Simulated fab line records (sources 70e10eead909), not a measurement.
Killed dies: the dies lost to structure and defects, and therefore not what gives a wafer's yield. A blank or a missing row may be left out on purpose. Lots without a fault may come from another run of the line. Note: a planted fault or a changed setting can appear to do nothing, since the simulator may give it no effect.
A lot that was struck, set against a sound lot    flow nandHarc    14 out of 1159 route steps
Sound: these wafers, L246.2, L246.5, L246.6. Wafers struck: L238.1, L238.3, L238.4. The cause is given at the end.
Order at every step that has rows: each side's tool, ch and its chambers, its first start. Under that, the readings that differ: sound wafers    struck wafers    difference of the means    sigmas: that difference in standard deviations of wafers without a fault.
alike: readings with means less than 2 such deviations apart, plus words and numbers identical on both sides. not compared: withheld readings, readings lacking a value on some wafer, bounds such as >300 that could conceal the same value, and numbers that have no deviation in the record and whose values overlap.
The two part at a step that has a row with sigmas, a row that says differs or no value, or rows on one side only. When numbers do not overlap yet have no deviation, they are printed without sigmas and do not part them. A reading that every wafer of one side lacks parts them only if that side has two wafers or more.

NHARC_A_SGD_CUT_ETCHBACK_24: etches the open film in CH3F/O2, target depth 50 nm, time 92.857 s.
  sound on rieDiel-06 ch 2,3, day 18 04:29; struck on rieDiel-06 ch 0,2,3, day 15 15:02
reading              sound           struck          difference  sigmas
oesProductAu (a.u.)  0.92 0.91 0.94  1.02 1.00 0.99  +0.08       +2
  alike: ch3fFlowSccm, drypumpMotorCurrentA, o2FlowSccm, rfVppV, showerheadPlenumPTorr, throttleValvePct
  not compared: rfHoursCounterH
NHARC_A_SGD_CUT_STRIP_28: strips in O2, time 20 s.
  sound: rieDiel-06 ch 0,3; struck: rieDiel-06 ch 0,1,3
  alike: drypumpMotorCurrentA, o2FlowSccm, oesProductAu, rfVppV, showerheadPlenumPTorr, throttleValvePct
  not compared: rfHoursCounterH
NHARC_A_SGD_CUT_INSPECT_25:
  sound on defectInspect-02, day 18 04:43; struck on defectInspect-01, day 15 15:17
  alike: rawDefectCount
NHARC_A_SLIT_DEP_25: deposits SiO2, target thk 200 nm.
  sound on pecvd-04 ch 0,2, day 18 04:47; struck on pecvd-01 ch 0,1, day 15 15:23
reading           sound        struck       difference  sigmas
heaterPowerW (W)  420 454 411  671 810 787  +328        +3
  alike: throttleValvePct
NHARC_A_SLIT_DEP_00: deposits aC, target thk 3200 nm.
  sound on aclDep-01 ch 0, day 18 09:02; struck on aclDep-01 ch 0, day 15 15:46
  alike: throttleValvePct
NHARC_A_SLIT_DEP_23: deposits SiON, target thk 100 nm.
  sound on pecvd-02 ch 0,1, day 18 10:42; struck on pecvd-02 ch 1,2, day 15 17:44
  alike: heaterPowerW
then, 6 steps without rows for these wafers: NHARC_A_SLIT_DEHYDRATE_01 (time 120 s); NHARC_A_SLIT_HMDS_02 (time 30 s); NHARC_A_SLIT_COAT_03 (resist thk 90 nm); NHARC_A_SLIT_SOFTBAKE_04 (time 55 s); NHARC_A_SLIT_EBR_05; NHARC_A_SLIT_EXPOSE_06 (exposes mask SLIT).
NHARC_A_SLIT_PEB_07: peb time 65 s.
  sound on lithoTrack-06 ch 0, day 18 11:18; struck on lithoTrack-06, day 15 18:19
  no value came back on the struck wafers for chillPlateTempC (C), exhaustPa (Pa), plateTempC (C); on the sound wafers chillPlateTempC (C) reads 22.90 22.90 23.14
then, 1 step without rows for these wafers: NHARC_A_SLIT_DEVELOP_08 (develop time 35 s).

## WHERE THEY PART
At NHARC_A_SGD_CUT_ETCHBACK_24 first; at NHARC_A_SLIT_PEB_07 last (within this record only).

WHY: what had been put in by the simulator
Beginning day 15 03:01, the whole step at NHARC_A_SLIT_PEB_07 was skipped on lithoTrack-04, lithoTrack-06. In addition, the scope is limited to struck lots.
